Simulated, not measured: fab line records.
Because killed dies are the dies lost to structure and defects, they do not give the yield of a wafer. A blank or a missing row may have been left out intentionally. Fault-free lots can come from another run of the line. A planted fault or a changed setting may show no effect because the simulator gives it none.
Which tool was responsible? ; flow n5_finfet ; 24 lots with 72 wafers sampled at 6 steps, on a route of 1938 steps

== WHAT EACH GAUGE READ, for each wafer ==
N5_DUMMY_GATE_CD_MEAS_15 targets a cd of 25.8 nm.
lot;measured;on;cd_nm (nm)
L074;day 2 22:34;cd_sem-03;25.15 25.16 25.09
L075;day 3 03:27;cd_sem-01;24.76 25.22 25.00
L076;day 3 11:53;cd_sem-02;25.08 24.95 25.29
L077;day 3 15:55;cd_sem-01;25.43 25.00 25.03
L078;day 3 21:09;cd_sem-02;25.14 24.83 24.85
L079;day 4 06:11;cd_sem-03;25.16 24.48 24.96
L080;day 4 14:11;cd_sem-02;24.81 24.74 24.96
L081;day 4 16:19;cd_sem-03;24.98 25.17 24.83
L082;day 4 23:56;cd_sem-03;24.99 25.20 25.12
L083;day 5 06:21;cd_sem-02;24.72 24.87 25.13
L084;day 5 12:24;cd_sem-02;25.21 24.78 24.89
L086;day 5 23:14;cd_sem-03;25.21 24.87 25.13
L085;day 6 02:04;cd_sem-01;25.02 25.24 24.72
L087;day 6 09:14;cd_sem-02;25.11 24.84 24.77
L088;day 6 15:05;cd_sem-01;24.93 25.05 25.13
L089;day 6 18:52;cd_sem-02;24.79 24.94 24.98
L090;day 6 23:26;cd_sem-01;24.78 24.40 24.58
L091;day 7 07:26;cd_sem-02;24.75 24.91 25.21
L092;day 7 09:28;cd_sem-01;24.75 24.95 25.06
L093;day 7 20:26;cd_sem-02;24.89 25.08 25.29
L094;day 7 22:16;cd_sem-02;25.33 25.25 25.01
L095;day 8 04:26;cd_sem-01;25.12 24.96 25.01
L096;day 8 12:49;cd_sem-02;24.97 24.50 25.12
L097;day 8 18:34;cd_sem-02;24.68 25.52 24.43

N5_DUMMY_GATE_OVL_MEAS_16.
lot;measured;on;GATE_OVL (nm)
L074;day 2 22:36;overlay-02;0.5 -0.8 -0.5
L075;day 3 03:29;overlay-02;0.3 1.1 0.0
L076;day 3 11:56;overlay-01;0.3 -1.5 -0.2
L077;day 3 15:58;overlay-01;0.4 1.1 0.9
L078;day 3 21:11;overlay-02;-0.6 -0.4 0.1
L079;day 4 06:14;overlay-01;-0.3 0.7 0.4
L080;day 4 14:14;overlay-02;0.1 1.0 0.5
L081;day 4 16:21;overlay-02;-0.7 0.1 -0.7
L082;day 4 23:59;overlay-01;0.8 1.1 0.7
L083;day 5 06:23;overlay-02;0.0 0.1 0.1
L084;day 5 12:27;overlay-02;-0.4 -1.5 -0.1
L086;day 5 23:16;overlay-01;-1.0 0.6 -0.6
L085;day 6 02:07;overlay-02;-0.2 -0.2 -0.3
L087;day 6 09:17;overlay-01;-1.0 -0.4 0.5
L088;day 6 15:07;overlay-01;-0.8 -2.5 -1.4
L089;day 6 18:55;overlay-01;-1.9 0.0 -0.3
L090;day 6 23:28;overlay-02;0.7 0.0 -0.8
L091;day 7 07:28;overlay-02;0.4 0.2 -0.1
L092;day 7 09:30;overlay-01;-0.2 -0.1 0.0
L093;day 7 20:29;overlay-02;0.1 2.0 0.2
L094;day 7 22:19;overlay-02;-0.7 -0.8 -0.2
L095;day 8 04:28;overlay-01;-1.0 -1.5 0.5
L096;day 8 12:52;overlay-01;0.1 -0.7 -1.4
L097;day 8 18:37;overlay-01;1.2 0.6 0.4

N5_DUMMY_GATE_CD_MEAS_50 targets a cd of 14 nm.
lot;measured;on;cd_nm (nm)
L074;day 2 23:04;cd_sem-01;14.62 14.24 14.05
L075;day 3 04:04;cd_sem-01;13.82 13.74 13.92
L076;day 3 12:38;cd_sem-03;13.88 14.17 14.27
L077;day 3 17:13;cd_sem-01;14.10 13.68 14.27
L078;day 3 21:46;cd_sem-01;14.08 13.69 14.04
L079;day 4 06:58;cd_sem-02;13.93 13.76 13.67
L080;day 4 14:50;cd_sem-02;14.18 13.49 13.39
L081;day 4 16:49;cd_sem-02;14.16 14.21 14.44
L082;day 5 00:27;cd_sem-02;13.66 13.93 13.97
L083;day 5 06:52;cd_sem-02;14.70 14.89 14.25
L084;day 5 13:01;cd_sem-02;13.95 14.22 14.10
L086;day 5 23:44;cd_sem-03;14.08 13.61 13.41
L085;day 6 02:34;cd_sem-01;13.83 13.33 13.97
L087;day 6 09:56;cd_sem-02;14.17 14.17 13.60
L088;day 6 16:19;cd_sem-01;13.95 14.16 13.57
L089;day 6 19:27;cd_sem-02;13.84 14.08 13.68
L090;day 6 23:56;cd_sem-01;13.87 13.89 13.90
L091;day 7 08:00;cd_sem-01;13.54 13.38 14.09
L092;day 7 09:58;cd_sem-03;14.31 13.80 13.71
L093;day 7 20:56;cd_sem-01;13.81 14.11 13.79
L094;day 7 22:47;cd_sem-01;13.97 14.15 13.69
L095;day 8 04:58;cd_sem-01;13.59 14.03 14.24
L096;day 8 14:04;cd_sem-02;13.74 13.86 13.85
L097;day 8 19:04;cd_sem-02;14.04 13.86 13.67

N5_DUMMY_GATE_INSPECT_27: inspects for defects (brightfield).
lot;measured;on;raw_defect_count
L074;day 2 23:51;defect_inspect-01;345 196 276
L075;day 3 04:57;defect_inspect-02;254 355 334
L076;day 3 13:25;defect_inspect-02;265 305 270
L077;day 3 17:59;defect_inspect-01;248 260 279
L078;day 3 22:32;defect_inspect-01;282 232 300
L079;day 4 07:44;defect_inspect-02;323 303 271
L080;day 4 15:37;defect_inspect-01;228 267 265
L081;day 4 17:36;defect_inspect-02;292 355 348
L082;day 5 01:33;defect_inspect-01;259 198 389
L083;day 5 07:38;defect_inspect-01;362 417 412
L084;day 5 13:47;defect_inspect-01;204 163 181
L086;day 6 00:31;defect_inspect-02;275 312 321
L085;day 6 03:21;defect_inspect-01;235 196 196
L087;day 6 10:43;defect_inspect-01;360 418 411
L088;day 6 17:05;defect_inspect-01;373 625 364
L089;day 6 20:14;defect_inspect-01;280 176 197
L090;day 7 00:43;defect_inspect-01;485 290 248
L091;day 7 08:50;defect_inspect-01;700 485 334
L092;day 7 10:53;defect_inspect-02;225 255 203
L093;day 7 21:43;defect_inspect-02;298 224 288
L094;day 7 23:35;defect_inspect-02;257 167 197
L095;day 8 05:45;defect_inspect-01;358 396 304
L096;day 8 14:50;defect_inspect-01;253 376 330
L097;day 8 19:51;defect_inspect-02;456 367 460

N5_SD_EPI_N_CD_MEAS_09 targets a cd of 120 nm.
lot;measured;on;cd_nm (nm)
L074;day 3 02:19;cd_sem-03;120.0 120.2 120.0
L075;day 3 06:29;cd_sem-01;118.9 119.2 119.6
L076;day 3 14:25;cd_sem-03;119.9 120.5 119.1
L077;day 3 19:04;cd_sem-01;119.6 119.5 119.9
L078;day 3 23:32;cd_sem-03;120.3 120.9 119.6
L079;day 4 09:10;cd_sem-02;120.4 120.4 120.1
L080;day 4 18:16;cd_sem-01;120.9 120.9 120.3
L081;day 4 18:49;cd_sem-01;120.0 119.2 120.1
L082;day 5 02:44;cd_sem-02;120.2 120.3 120.1
L083;day 5 08:38;cd_sem-02;120.3 120.3 119.7
L084;day 5 15:10;cd_sem-01;120.4 120.5 121.6
L086;day 6 01:31;cd_sem-01;120.6 120.7 120.7
L085;day 6 04:25;cd_sem-02;119.6 120.1 120.3
L087;day 6 11:36;cd_sem-03;120.7 121.1 120.4
L088;day 6 19:34;cd_sem-03;120.2 120.0 119.7
L089;day 6 21:07;cd_sem-01;119.9 119.7 120.2
L090;day 7 01:43;cd_sem-01;119.0 120.3 119.9
L091;day 7 09:50;cd_sem-01;119.7 119.1 118.2
L092;day 7 11:53;cd_sem-02;120.5 120.9 119.2
L093;day 7 22:43;cd_sem-01;119.6 119.6 119.7
L094;day 8 00:29;cd_sem-02;120.0 120.3 120.5
L095;day 8 07:13;cd_sem-01;120.1 120.8 120.1
L096;day 8 15:51;cd_sem-02;120.3 119.4 119.2
L097;day 8 22:09;cd_sem-02;120.3 120.6 120.7

== TOOL THAT RAN EACH LOT (tool first, then ch and the chambers of the sampled wafers, then the start) ==
lot;N5_DUMMY_GATE_HM_OPEN_21
L074;rie_diel-05 ch 1,2,3, day 2 23:12
L075;rie_diel-05 ch 1,2, day 3 04:11
L076;rie_diel-05 ch 1,3, day 3 12:46
L077;rie_diel-06 ch 0,1, day 3 17:20
L078;rie_diel-05 ch 0,1,3, day 3 21:53
L079;rie_diel-02 ch 2,3, day 4 07:06
L080;rie_diel-06 ch 1,2,3, day 4 14:58
L081;rie_diel-05 ch 0,1,3, day 4 16:57
L082;rie_diel-05 ch 0,1, day 5 00:35
L083;rie_diel-02 ch 1,2, day 5 07:00
L084;rie_diel-06 ch 0,1,2, day 5 13:08
L086;rie_diel-05 ch 0,2,3, day 5 23:52
L085;rie_diel-05 ch 0,1, day 6 02:43
L087;rie_diel-05 ch 1,2,3, day 6 10:08
L088;rie_diel-05 ch 1,2, day 6 16:27
L089;rie_diel-02 ch 1,3, day 6 19:35
L090;rie_diel-05 ch 1,3, day 7 00:04
L091;rie_diel-02 ch 1,2,3, day 7 08:11
L092;rie_diel-06 ch 0,1,3, day 7 10:07
L093;rie_diel-05 ch 0,1,3, day 7 21:04
L094;rie_diel-02 ch 0,2, day 7 22:55
L095;rie_diel-02 ch 0,1,2, day 8 05:06
L096;rie_diel-05 ch 0,2, day 8 14:12
L097;rie_diel-02 ch 1,2, day 8 19:13
- N5_DUMMY_GATE_HM_OPEN_21: chemistry CH3F/O2, target SiNx, target depth 120 nm, time 171.4 s.

== WHAT THE TOOLS THEMSELVES READ (means of the sampled wafers that have a number; where no wafer has one, the mark that the record gives instead) ==
N5_DUMMY_GATE_HM_OPEN_21.
lot;tool;drypump_motor_current_A (A);oes_o_777_au (a.u.);oes_product_au (a.u.);rf_vpp_V (V);showerhead_plenum_p_Torr (Torr);throttle_valve_pct (%)
L074;rie_diel-05;5.7;0.75;0.75;299.1;2.05;16.28
L075;rie_diel-05;5.8;0.75;0.74;297.0;2.02;16.30
L076;rie_diel-05;5.9;0.80;0.79;299.8;2.09;16.10
L077;rie_diel-06;5.9;0.78;0.76;297.6;2.00;16.31
L078;rie_diel-05;5.6;0.79;0.78;299.5;2.08;16.16
L079;rie_diel-02;5.6;0.85;0.87;304.3;2.03;16.31
L080;rie_diel-06;5.9;0.79;0.80;300.1;1.97;16.51
L081;rie_diel-05;5.6;0.78;0.78;299.5;2.08;16.18
L082;rie_diel-05;5.7;0.78;0.77;298.0;2.05;16.19
L083;rie_diel-02;6.3;0.90;0.91;302.0;2.13;16.34
L084;rie_diel-06;6.0;0.76;0.75;298.6;1.99;16.45
L086;rie_diel-05;5.4;0.83;0.83;300.7;2.07;16.21
L085;rie_diel-05;5.3;0.78;0.76;299.3;2.08;16.26
L087;rie_diel-05;5.7;0.82;0.82;298.6;2.04;16.17
L088;rie_diel-05;5.8;0.82;0.82;297.1;2.01;16.20
L089;rie_diel-02;5.8;0.88;0.89;300.2;2.09;16.24
L090;rie_diel-05;5.9;0.77;0.76;299.9;2.08;16.15
L091;rie_diel-02;5.7;0.85;0.86;303.0;2.06;16.30
L092;rie_diel-06;5.8;0.78;0.77;298.9;1.97;16.41
L093;rie_diel-05;5.6;0.77;0.76;300.4;2.08;16.22
L094;rie_diel-02;6.0;0.82;0.84;304.9;2.06;16.35
L095;rie_diel-02;6.1;0.84;0.85;302.7;2.09;16.31
L096;rie_diel-05;5.2;0.85;0.86;301.6;2.02;16.26
L097;rie_diel-02;6.2;0.84;0.84;305.4;2.09;16.44

== THE ANSWER, worked out from the rows above alone ==
Rule: the usual values come from the lots themselves. The widest of any qualifying gaps counts: lots, ordered by their means at a reading, are off when they make up no more than a third of the lots, leave a main group of 4 or more, and stand apart from it by 3 or more times the standard deviation of that group's means. A main group is skipped when, at the precision printed for the reading in the tables above, its means are all equal. Also off: a lot with no number at a reading for which 4 or more lots have one. The other lots that the step has rows for count as sound. Order of review: gauges by route order, followed by the tools' own readings, for which a lot's mean as printed above is used. The first step at which some lot is off is used, and at that step the reading that is off furthest; a lot without a number counts as furthest.
Nothing can be told from this: no lot is off at any reading shown.

== WHAT HAD BEEN PUT IN BY THE SIMULATOR ==
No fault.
